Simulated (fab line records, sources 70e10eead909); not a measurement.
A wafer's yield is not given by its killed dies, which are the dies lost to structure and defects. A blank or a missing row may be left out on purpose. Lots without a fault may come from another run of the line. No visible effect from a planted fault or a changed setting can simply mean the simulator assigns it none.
A lot that was struck, set against a sound lot + flow nandHarc + 15 steps out of a route of 1159
Sound: wafers L670.2, L670.5, L670.6. Struck: wafer L676.4; the same lot's L676.3 was not struck, so it is left out; see the end for the cause.
For every step that has rows: the tool of each side, followed by ch and its chambers, followed by its first start. Under that, the readings that differ: sound wafers + struck wafers + difference of the means + sigmas: that difference in standard deviations of wafers without a fault.
alike: a reading whose means differ by less than 2 such deviations, as well as words and numbers matching on both sides. not compared: withheld readings; readings where some wafer has no value; bounds like >300 that might hide an equal value; numbers whose values overlap and for which the record gives no deviation.
Wherever a step has rows on one side only, a row that says differs or no value, or a row with sigmas, the two part there. Numbers that have no deviation but don't overlap get no sigmas and don't part them. A reading that every wafer of one side lacks parts them only if that side has two wafers or more.

first, 8 steps without rows for these wafers: NHARC_A_CONTACT_COAT_61 (time 75 s); NHARC_A_CONTACT_COAT_62 (time 65 s); NHARC_A_CONTACT_COAT_63 (resist thk 90 nm); NHARC_A_CONTACT_SOFTBAKE_64 (time 55 s); NHARC_A_CONTACT_EBR_65; NHARC_A_CONTACT_EXPOSE_66 (exposes mask A CC 2); NHARC_A_CONTACT_PEB_67 (peb time 65 s); NHARC_A_CONTACT_DEVELOP_68 (develop time 35 s).
NHARC_A_CONTACT_CD_MEAS_69: target cd 200 nm.
  sound on cdSem-01 ch 0, day 18 12:58; struck on cdSem-02 ch 0, day 19 22:05
  alike: cdNm
NHARC_A_CONTACT_OVL_MEAS_70:
  sound on overlay-01 at day 18 13:04; struck on overlay-02 at day 19 22:10
  alike: overlayXNm, overlayYNm
NHARC_A_CONTACT_INSPECT_71:
  sound on defectInspect-01 at day 18 13:05; struck on defectInspect-01 at day 19 22:12
  alike: rawDefectCount
NHARC_A_CONTACT_DESCUM_74: chemistry O2, time 3 s.
  sound on rieDiel-04 ch 0,1,2, day 18 13:10; struck on rieDiel-04 ch 0, day 19 22:16
| reading             | sound             | struck | difference | sigmas |
|---------------------|-------------------|--------|------------|--------|
| oesProductAu (a.u.) | 0.996 1.012 1.007 | 1.020  | +0.015     | +2     |
  alike: drypumpMotorCurrentA, rfVppV, showerheadPlenumPTorr, throttleValvePct
  not compared: rfHoursCounterH
NHARC_A_CONTACT_ETCH_75: etches the open film in CF4, target depth 39 nm, time 65 s.
  sound on rieDiel-04 ch 0,1,2, day 18 13:15; struck on rieDiel-04 ch 1, day 19 22:20
| reading              | sound                | struck | difference | sigmas |
|----------------------|----------------------|--------|------------|--------|
| runLengthS (s)       | 86.2 86.4 87.2       | 71.7   | -14.9      | -31    |
| throttleValvePct (%) | 13.287 13.276 13.279 | 13.259 | -0.022     | -2     |
  alike: drypumpMotorCurrentA, oesProductAu, rfVppV, showerheadPlenumPTorr
  not compared: rfFwdPowerW, rfHoursCounterH
NHARC_A_CONTACT_ETCH_76: etches the open film in N2/H2, target depth 260 nm, time 475.3 s.
  sound on rieDiel-04 ch 0,1; struck on rieDiel-04 ch 1
  alike: drypumpMotorCurrentA, oesProductAu, rfFwdPowerW, rfVppV, runLengthS, showerheadPlenumPTorr, throttleValvePct
  not compared: rfHoursCounterH
then, 1 step without rows for these wafers: NHARC_END_SORT_01.

== WHERE THEY PART ==
At NHARC_A_CONTACT_DESCUM_74 first; at NHARC_A_CONTACT_ETCH_75 last (within this record only). Later steps at which nothing parts them and some readings are alike: NHARC_A_CONTACT_ETCH_76.

WHY: whatever the simulator had introduced
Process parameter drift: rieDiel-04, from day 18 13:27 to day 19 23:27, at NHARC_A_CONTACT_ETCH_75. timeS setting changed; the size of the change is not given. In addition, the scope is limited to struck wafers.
